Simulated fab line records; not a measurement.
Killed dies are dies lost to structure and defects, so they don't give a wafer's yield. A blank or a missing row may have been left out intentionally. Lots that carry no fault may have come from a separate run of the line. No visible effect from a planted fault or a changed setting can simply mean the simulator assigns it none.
Matching of chambers    flow n5_finfet    N5_BEOL_M11_DESCUM_16 on rie_diel-04 has 4 sister chambers
The step chemistry O2, time 7.9 s. 4 wafers are shown with their chamber, then 8 later ones without.

WAFERS WITH THEIR CHAMBER
wafer   chamber  showerhead_plenum_p_Torr (Torr)
L086.3  1        2.12
L085.6  2        2.06
L090.5  0        2.15
L089.2  3        2.23

WAFERS MISSING THEIR CHAMBER
wafer   showerhead_plenum_p_Torr (Torr)
L089.3  2.12
L089.5  2.23
L092.2  2.12
L092.3  2.05
L092.5  2.05
L093.1  2.23
L093.4  2.05
L093.6  2.15

THE CHAMBER EACH PASSED THROUGH
wafer   from the rows above  in truth
L089.3  1                    1
L089.5  3                    3
L092.2  1                    1
L092.3  2                    2
L092.5  2                    2
L093.1  3                    3
L093.4  2                    2
L093.6  0                    0
Placed correctly: 8 of 8. Number that these rows cannot place: 0. Placed wrongly: 0.
How it was worked out, from the rows above alone: a wafer's distance from a chamber is the root of the sum, over the readings, of the square of ((its reading less the chamber's mean) divided by the reading's scatter). The wafer belongs to the nearest chamber; if the next one is less than 2 further off, it can't be placed. The mean given for a chamber averages the wafers shown for that chamber. The scatter: root of mean squared gap, hidden wafer to nearest shown wafer, with one shown wafer a chamber.
